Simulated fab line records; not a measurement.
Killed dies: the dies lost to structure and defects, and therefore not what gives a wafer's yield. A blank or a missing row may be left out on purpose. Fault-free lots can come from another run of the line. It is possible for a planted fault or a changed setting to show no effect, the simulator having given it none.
Matching of chambers -- flow n5-finfet -- rie-diel-02 running N5_DUMMY_GATE_ETCH_31: 4 sister chambers
The step etches SiO2 in C4F6/O2, target depth 82.5 nm, time 27.5 s. 8 wafers are shown with their chamber, then 11 later ones without.

== WAFERS WITH THEIR CHAMBER ==
wafer,chamber,throttle-valve-pct (%),showerhead-plenum-p-Torr (Torr)
L080.5,1,21.06,2.78
L082.5,3,21.24,2.78
L083.4,0,21.61,2.98
L083.5,3,21.23,2.78
L089.1,2,21.02,2.83
L089.3,0,21.62,2.97
L089.4,1,21.08,2.77
L092.4,2,21.03,2.83

== WAFERS WITH NO CHAMBER GIVEN ==
wafer,throttle-valve-pct (%),showerhead-plenum-p-Torr (Torr)
L092.5,21.63,2.97
L092.6,21.10,2.77
L093.2,21.03,2.83
L093.3,21.62,2.97
L093.5,21.03,2.83
L095.1,21.12,2.76
L095.3,21.05,2.83
L095.5,21.64,2.97
L097.1,21.06,2.83
L097.3,20.86,2.78
L097.5,20.85,2.78

== WHICH CHAMBER EACH ONE RAN IN ==
wafer,from the rows above,in truth
L092.5,0,0
L092.6,1,1
L093.2,2,2
L093.3,0,0
L093.5,2,2
L095.1,1,1
L095.3,2,2
L095.5,0,0
L097.1,2,2
L097.3,2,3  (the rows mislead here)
L097.5,2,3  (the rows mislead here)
Correctly placed: 9 of 11. Number that these rows cannot place: 0. 2 placed wrongly.
How it was worked out, from the rows above alone: a wafer's distance from a chamber is the root of the sum, over the readings, of the square of ((its reading less the chamber's mean) divided by the reading's scatter). If the next closest chamber is less than 2 further off than the closest, the wafer can't be placed; otherwise it belongs to the closest. A chamber's mean is the mean of its shown wafers. The scatter: the root of (the sum of the squares of (reading less its chamber's mean) over the shown wafers, divided by (wafers less chambers)).
